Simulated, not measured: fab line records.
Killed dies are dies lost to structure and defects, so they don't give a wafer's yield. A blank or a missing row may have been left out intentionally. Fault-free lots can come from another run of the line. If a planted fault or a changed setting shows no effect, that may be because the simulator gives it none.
Which of the tools did it? ; flow n5-finfet ; 9 lots, 25 wafers sampled, at 6 steps of a route of 1938

WHAT THE GAUGES READ, wafer by wafer
N5_BEOL_M3_OCD_MEAS_38.
lot;measured;on;trench-depth-nm (nm)
L951;day 7 18:05;ocd-02;55.5 54.2 54.7
L954;day 8 18:29;ocd-02;55.3 53.8 55.3
L962;day 10 07:29;ocd-02;82.0 82.0
L964;day 11 00:29;ocd-02;80.7 78.6
L965;day 11 11:13;ocd-01;55.8 81.6 80.0
L967;day 12 08:39;ocd-01;55.0 53.6 54.9
L970;day 12 17:36;ocd-02;55.1 54.9 54.2
L969;day 12 21:17;ocd-01;53.4 54.0 54.9
L972;day 12 23:05;ocd-01;55.9 55.7 53.9

N5_BEOL_M4_RC_MEAS_101.
lot;measured;on;DIBL_N (mV/V);DIBL_P (mV/V);IOFF_N (nA/um);IOFF_P (nA/um);ION_N (uA/um);ION_P (uA/um);SS_N (mV/dec);SS_P (mV/dec);VT_N (mV);VT_P (mV)
L951;day 8 07:10;prober-01;34.1 36.9 33.7;34.5 37.5 33.5;0.128 0.173 0.118;0.17 0.22 0.15;666 693 665;456 473 452;72.0 71.0 71.2;72.5 73.4 72.2;252 248 255;-252 -248 -255
L954;day 9 12:39;prober-02;38.0 36.7 37.5;36.8 35.3 37.1;0.166 0.154 0.152;0.23 0.22 0.23;681 677 670;471 465 465;71.6 70.8 72.2;73.6 73.0 73.3;250 250 252;-248 -249 -247
L962;day 10 22:27;prober-01;35.6 36.5;34.9 37.6;0.155 0.178;0.22 0.27;652 689;457 474;71.7 71.2;72.7 74.2;250 247;-248 -246
L964;day 12 01:01;prober-01;37.8 36.3;37.4 35.7;0.193 0.152;0.20 0.18;694 681;463 461;71.6 71.6;74.1 74.1;245 251;-251 -252
L965;day 12 03:53;prober-02;34.5 35.9 35.9;34.8 37.2 36.8;0.138 0.166 0.171;0.19 0.25 0.23;657 673 682;455 467 470;71.2 71.7 71.7;72.6 73.0 73.5;252 249 246;-250 -246 -249
L967;day 12 22:20;prober-02;37.0 38.7 38.2;37.9 39.9 40.1;0.177 0.218 0.195;0.24 0.30 0.29;694 711 689;478 482 480;72.3 72.2 72.1;73.2 74.3 73.8;245 244 244;-245 -244 -244
L970;day 13 06:37;prober-02;31.8 32.8 35.6;33.0 34.9 37.3;0.115 0.123 0.171;0.18 0.21 0.24;667 663 681;461 468 471;70.8 71.1 71.3;72.4 73.2 73.8;256 254 249;-250 -246 -247
L969;day 13 13:07;prober-02;35.4 36.8 38.6;35.1 36.5 39.2;0.146 0.159 0.210;0.20 0.22 0.27;695 675 706;478 466 479;71.2 71.7 72.0;72.2 73.2 74.0;249 251 247;-251 -248 -247
L972;day 13 14:01;prober-01;37.1 37.2 38.8;39.3 38.6 40.2;0.192 0.181 0.234;0.30 0.27 0.31;682 677 687;472 469 468;70.9 72.6 72.1;74.7 73.8 74.1;245 247 244;-242 -246 -242

WHAT TOOL EACH LOT RAN ON (gives the tool, then ch and the chambers of the sampled wafers, and finally the start)
lot;N5_BEOL_M3_ETCH_70;N5_BEOL_M3_TRENCH_ETCH_37;N5_BEOL_M3_DEGAS_44;N5_BEOL_M3_ALD_84
L951;rie-diel-01 ch 0,1,2, day 7 17:44;rie-diel-01 ch 0,1,2, day 7 17:56;pvd-sputter-01, day 7 18:32;ald-metal-01 ch 1,2, day 7 18:38
L954;rie-diel-01 ch 1,2, day 8 18:08;rie-diel-01 ch 1,2, day 8 18:20;pvd-sputter-01, day 8 19:16;ald-metal-04 ch 0,3, day 8 19:22
L962;rie-diel-01 ch 0,3, day 10 07:07;rie-diel-01 ch 0,3, day 10 07:19;pvd-sputter-01, day 10 08:37;ald-metal-04 ch 0,1, day 10 08:43
L964;rie-diel-01 ch 1,2, day 11 00:07;rie-diel-01 ch 1,2, day 11 00:19;pvd-sputter-02, day 11 01:05;ald-metal-01 ch 1,3, day 11 01:11
L965;rie-diel-01 ch 0,1,3, day 11 10:52;rie-diel-01 ch 0,1,3, day 11 11:04;pvd-sputter-01, day 11 11:59;ald-metal-01 ch 1,2,3, day 11 12:10
L967;rie-diel-02 ch 1,2,3, day 12 08:18;rie-diel-02 ch 1,2,3, day 12 08:30;pvd-sputter-03, day 12 08:57;ald-metal-03 ch 1,2, day 12 09:06
L970;rie-diel-02 ch 1,2,3, day 12 17:14;rie-diel-02 ch 1,2,3, day 12 17:27;pvd-sputter-03, day 12 18:23;ald-metal-04 ch 1,2,3, day 12 18:29
L969;rie-diel-05 ch 1,2,3, day 12 20:56;rie-diel-05 ch 1,2,3, day 12 21:08;pvd-sputter-02, day 12 21:34;ald-metal-04 ch 0,2,3, day 12 21:40
L972;rie-diel-02 ch 0,1,3, day 12 22:44;rie-diel-02 ch 0,1,3, day 12 22:56;pvd-sputter-01, day 12 23:40;ald-metal-01 ch 0,3, day 12 23:46
- N5_BEOL_M3_ETCH_70: etches SOC in N2/H2, target depth 80 nm, overetch 16 nm, time 120 s.
- N5_BEOL_M3_TRENCH_ETCH_37: etches SiOC in C4F6/O2, target depth 55.555 nm, time 29.2 s.
- N5_BEOL_M3_DEGAS_44: time 60 s.
- N5_BEOL_M3_ALD_84: deposits TaN, pulse time 2 s, purge time 3 s, co reactant purge time 2 s.

WHAT THE TOOLS THEMSELVES READ (means of the sampled wafers that have a number; where no wafer has one, the mark that the record gives instead)
N5_BEOL_M3_ETCH_70.
lot;tool;drypump-motor-current-A (A);oes-product-au (a.u.);rf-vpp-V (V);showerhead-plenum-p-Torr (Torr);throttle-valve-pct (%)
L951;rie-diel-01;6.2;0.61;523.9;2.56;17.86
L954;rie-diel-01;6.3;0.64;525.7;2.61;17.84
L962;rie-diel-01;5.5;0.56;521.8;2.42;17.97
L964;rie-diel-01;6.2;0.60;525.5;2.60;17.89
L965;rie-diel-01;5.8;0.59;522.0;2.48;17.94
L967;rie-diel-02;5.7;0.54;522.8;2.51;17.82
L970;rie-diel-02;5.7;0.54;523.6;2.51;17.84
L969;rie-diel-05;5.7;0.54;524.1;2.55;18.05
L972;rie-diel-02;5.9;0.54;522.9;2.51;17.82

N5_BEOL_M3_TRENCH_ETCH_37.
lot;tool;drypump-motor-current-A (A);oes-product-au (a.u.);rf-vpp-V (V);showerhead-plenum-p-Torr (Torr);throttle-valve-pct (%)
L951;rie-diel-01;6.2;0.80;671;2.86;20.89
L954;rie-diel-01;6.3;0.83;672;2.90;20.77
L962;rie-diel-01;5.5;0.96;664;2.72;21.04
L964;rie-diel-01;6.2;1.00;676;2.91;20.93
L965;rie-diel-01;5.9;0.91;664;2.77;20.91
L967;rie-diel-02;5.7;0.69;665;2.82;20.86
L970;rie-diel-02;5.7;0.70;666;2.81;20.86
L969;rie-diel-05;5.6;0.69;663;2.87;21.12
L972;rie-diel-02;5.9;0.70;663;2.82;20.88

N5_BEOL_M3_DEGAS_44.
lot;tool;heater-power-w (W);susceptor-temp-C (C)
L951;pvd-sputter-01;313;249.95
L954;pvd-sputter-01;314;250.09
L962;pvd-sputter-01;352;250.00
L964;pvd-sputter-02;303;249.95
L965;pvd-sputter-01;337;250.01
L967;pvd-sputter-03;333;250.11
L970;pvd-sputter-03;344;250.03
L969;pvd-sputter-02;325;250.00
L972;pvd-sputter-01;366;249.88

N5_BEOL_M3_ALD_84.
lot;tool;heater-power-w (W);mfc-carrier-sccm (sccm);precursor-vessel-pressure-torr (Torr);susceptor-temp-C (C)
L951;ald-metal-01;487;1500;26.27;275.16
L954;ald-metal-04;434;1500;26.24;275.05
L962;ald-metal-04;458;1497;26.30;274.92
L964;ald-metal-01;459;1502;26.19;275.01
L965;ald-metal-01;469;1497;26.19;274.92
L967;ald-metal-03;421;1497;26.30;274.96
L970;ald-metal-04;454;1502;26.23;274.92
L969;ald-metal-04;428;1500;26.25;275.11
L972;ald-metal-01;387;1503;26.25;274.88

THE ANSWER, worked out from the rows above alone
Rule: what is usual is taken from the lots themselves. Put in order of their means at a reading, lots are off if they are a third of the lots or fewer, leave a main group of 4 or more, and stand apart from it by a gap of 3 or more times the standard deviation of the main group's means; of several such gaps the widest counts. Not used: any main group whose means are identical at the precision the tables above print for the reading. Also off: a lot with no number at a reading for which 4 or more lots have one. All remaining lots with rows at the step are treated as sound. After the gauges, taken in route order, come the tools' own readings; for these a lot's mean is taken, as printed above. At the first step where some lot is off, the reading lying furthest off is the one used; lots without a number count as furthest.
Off at N5_BEOL_M3_OCD_MEAS_38 (trench-depth-nm): L962, L964, L965. Main group: mean 54.7 nm, sd 0.33.
If a tool, at a process step before that reading, ran all the lots that are off and no sound lot after the first of them, it fits. The gauges at N5_BEOL_M3_OCD_MEAS_38 are tried like those tools. One fits: rie-diel-01 at N5_BEOL_M3_ETCH_70 and N5_BEOL_M3_TRENCH_ETCH_37. At N5_BEOL_M3_ETCH_70 its last sound lot is L954 (day 8 18:08), its first lot that is off L962 (day 10 07:07): a fault that began between those two fits.

WHAT WAS PUT IN BY THE SIMULATOR
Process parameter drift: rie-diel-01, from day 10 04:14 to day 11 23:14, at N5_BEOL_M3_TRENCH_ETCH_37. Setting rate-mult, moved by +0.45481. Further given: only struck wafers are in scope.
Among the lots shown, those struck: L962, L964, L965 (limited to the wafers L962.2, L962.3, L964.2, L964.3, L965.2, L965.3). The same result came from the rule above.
